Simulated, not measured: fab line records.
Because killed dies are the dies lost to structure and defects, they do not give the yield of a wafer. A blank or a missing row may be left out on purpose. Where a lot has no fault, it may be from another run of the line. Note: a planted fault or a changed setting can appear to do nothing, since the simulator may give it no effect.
A lot that was struck, set against a sound lot :: flow nand-harc :: 28 out of 1159 route steps
Sound: the wafers L285.1, L285.3, L285.5. Wafers L293.3, L293.4, L293.6 were the ones struck. The cause is given at the end.
For every step that has rows: the tool of each side, followed by ch and its chambers, followed by its first start. Under that, the readings that differ: sound wafers :: struck wafers :: difference of the means :: sigmas: that difference in standard deviations of wafers without a fault.
alike: readings whose means differ by less than 2 such deviations, and words and numbers that are the same on both sides. not compared: withheld readings, readings that some wafer has no value for, bounds like >300 that may hide the same value, and numbers for which the record gives no deviation and whose values overlap.
The two part at a step that has a row with sigmas, a row that says differs or no value, or rows on one side only. Non-overlapping numbers with no deviation appear without sigmas and do not part them. A reading missing from all wafers of one side parts the sides only when that side holds two or more wafers.

NHARC_A_CHANNEL_HOLE_D1_INSPECT_12:
  sound: defect-inspect-02 at day 9 01:59; struck: defect-inspect-02 at day 10 04:30
  alike: raw-defect-count
then, 2 steps without rows for these wafers: NHARC_A_CHANNEL_HOLE_D1_DESCUM_15 (chemistry O2, time 3 s); NHARC_A_CHANNEL_HOLE_D1_ETCH_38 (etches the open film in CF4, target depth 39 nm, time 65 s).
NHARC_A_CHANNEL_HOLE_D1_ETCH_39: etches the open film in N2/H2, target depth 260 nm, time 325 s.
  sound: rie-diel-10 ch 0,3; struck: rie-diel-12 ch 1,2,3
  alike: drypump-motor-current-A, n2-flow-sccm, oes-product-au, rf-vpp-V, showerhead-plenum-p-Torr, throttle-valve-pct
  not compared: rf-hours-counter-h
then, 2 steps without rows for these wafers: NHARC_A_CHANNEL_HOLE_D1_ETCH_34 (etches the open film in CF4/CHF3, target depth 154 nm, time 77 s); NHARC_A_CHANNEL_HOLE_D1_ETCH_16 (etches the open film in O2/COS, target depth 3100 nm, time 806 s).
NHARC_A_CHANNEL_HOLE_D1_CD_MEAS_18:
  sound: cd-sem-01 at day 9 03:10; struck: cd-sem-01 at day 10 05:41
  alike: cd-nm
then, 3 steps without rows for these wafers: NHARC_A_CHANNEL_HOLE_D1_ETCH_19 (etches the open film in C4F8/O2/Ar, time 34.5 s); NHARC_A_CHANNEL_HOLE_D1_ETCH_20 (etches the open film in C4F8/O2/Ar, time 361.9 s, target depth 1600 nm); NHARC_A_CHANNEL_HOLE_D1_ETCH_21 (etches the open film in C4F8/O2/Ar, time 514.3 s, target depth 1600 nm).
NHARC_A_CHANNEL_HOLE_D1_ETCH_22: etches the open film in C4F8/O2/Ar, time 666.7 s, target depth 1600 nm.
  sound on har-etch-02 ch 0,1, day 9 04:11; struck on har-etch-01 ch 0,1, day 10 06:49
  alike: drypump-motor-current-A, showerhead-plenum-p-Torr, throttle-valve-pct
  not compared: rf-hours-counter-h
NHARC_A_CHANNEL_HOLE_D1_ETCH_23: etches the open film in C4F8/O2/Ar, time 819 s, target depth 1600 nm.
  sound on har-etch-02 ch 0,1, day 9 04:47; struck on har-etch-01 ch 0,1, day 10 07:25
  alike: drypump-motor-current-A, showerhead-plenum-p-Torr, throttle-valve-pct
  not compared: rf-hours-counter-h
NHARC_A_CHANNEL_HOLE_D1_ETCH_24: etches the open film in C4F8/O2/Ar, time 906.2 s, target depth 1500 nm.
  sound on har-etch-02 ch 0,1, day 9 05:29; struck on har-etch-01 ch 0,1, day 10 08:08
  alike: drypump-motor-current-A, showerhead-plenum-p-Torr, throttle-valve-pct
  not compared: rf-hours-counter-h
then, 6 steps without rows for these wafers: NHARC_A_CHANNEL_HOLE_D1_ETCH_25 (etches the open film in C4F8/O2/Ar, time 1040.2 s, target depth 1500 nm); NHARC_A_CHANNEL_HOLE_D1_ETCH_26 (etches the open film in C4F8/O2/Ar, time 224.1 s, target depth 300 nm); NHARC_A_CHANNEL_HOLE_D1_ETCH_33 (etches the open film in C4F8/O2/Ar, time 90 s, target depth 400 nm); NHARC_A_CHANNEL_HOLE_D1_STRIP_41 (strips in N2/H2); NHARC_A_CHANNEL_HOLE_D1_STRIP_42 (strips in CF4/CHF3); NHARC_A_CHANNEL_HOLE_D1_STRIP_43 (strips in O2/COS).
NHARC_A_CHANNEL_HOLE_D1_ETCH_44: etches the open film in CF4/O2, target depth 140 nm, overetch 14 nm, time 77 s.
  sound on rie-diel-10 ch 0,2,3, day 9 07:59; struck on rie-diel-12 ch 1,2,3, day 10 10:28
  alike: drypump-motor-current-A, oes_ar_750_au, oes_o_777_au, oes-product-au, rf-vpp-V, showerhead-plenum-p-Torr, throttle-valve-pct
  not compared: rf-hours-counter-h
NHARC_A_CHANNEL_HOLE_D1_STRIP_27: strips in O2.
  sound: rie-diel-10 ch 1,3; struck: rie-diel-12 ch 0,1
  alike: drypump-motor-current-A, oes-product-au, rf-vpp-V, showerhead-plenum-p-Torr, throttle-valve-pct
  not compared: rf-hours-counter-h
then, 2 steps without rows for these wafers: NHARC_A_CHANNEL_HOLE_D1_PRECLEAN_28 (cleans in SC1); NHARC_A_CHANNEL_HOLE_D1_SRD_29.
NHARC_A_CHANNEL_HOLE_D1_CD_MEAS_30:
  sound: cd-sem-02 at day 9 08:46; struck: cd-sem-01 at day 10 11:16
  alike: cd-nm
next, for these wafers, 1 step has no rows: NHARC_A_CHANNEL_HOLE_D1_XSEM_31.
NHARC_A_CHANNEL_HOLE_D1_INSPECT_40:
  sound: defect-inspect-01 at day 9 08:57; struck: defect-inspect-02 at day 10 11:28
reading: raw-defect-count
sound: 80 49 54
struck: 781 825 785
difference: +736
sigmas: +46
then, 1 step without rows for these wafers: NHARC_A_CHANNEL_FILL_D1_PRECLEAN_00 (cleans in SC1).
-- break in the record here, with 12 days between the starts of the struck wafers on either side (left off in module A_CHANNEL_FILL_D1, picked up again in module END, where the first step shown is number 1159 on the route) --
NHARC_END_SORT_01:
  only the struck wafers appear in the record here, on prober-01 ch 0 at day 22 04:24; the sound ones have no rows

WHERE THEY PART
Earliest at NHARC_A_CHANNEL_HOLE_D1_INSPECT_40; latest, in this record, at NHARC_END_SORT_01.

WHY: what had been put in by the simulator
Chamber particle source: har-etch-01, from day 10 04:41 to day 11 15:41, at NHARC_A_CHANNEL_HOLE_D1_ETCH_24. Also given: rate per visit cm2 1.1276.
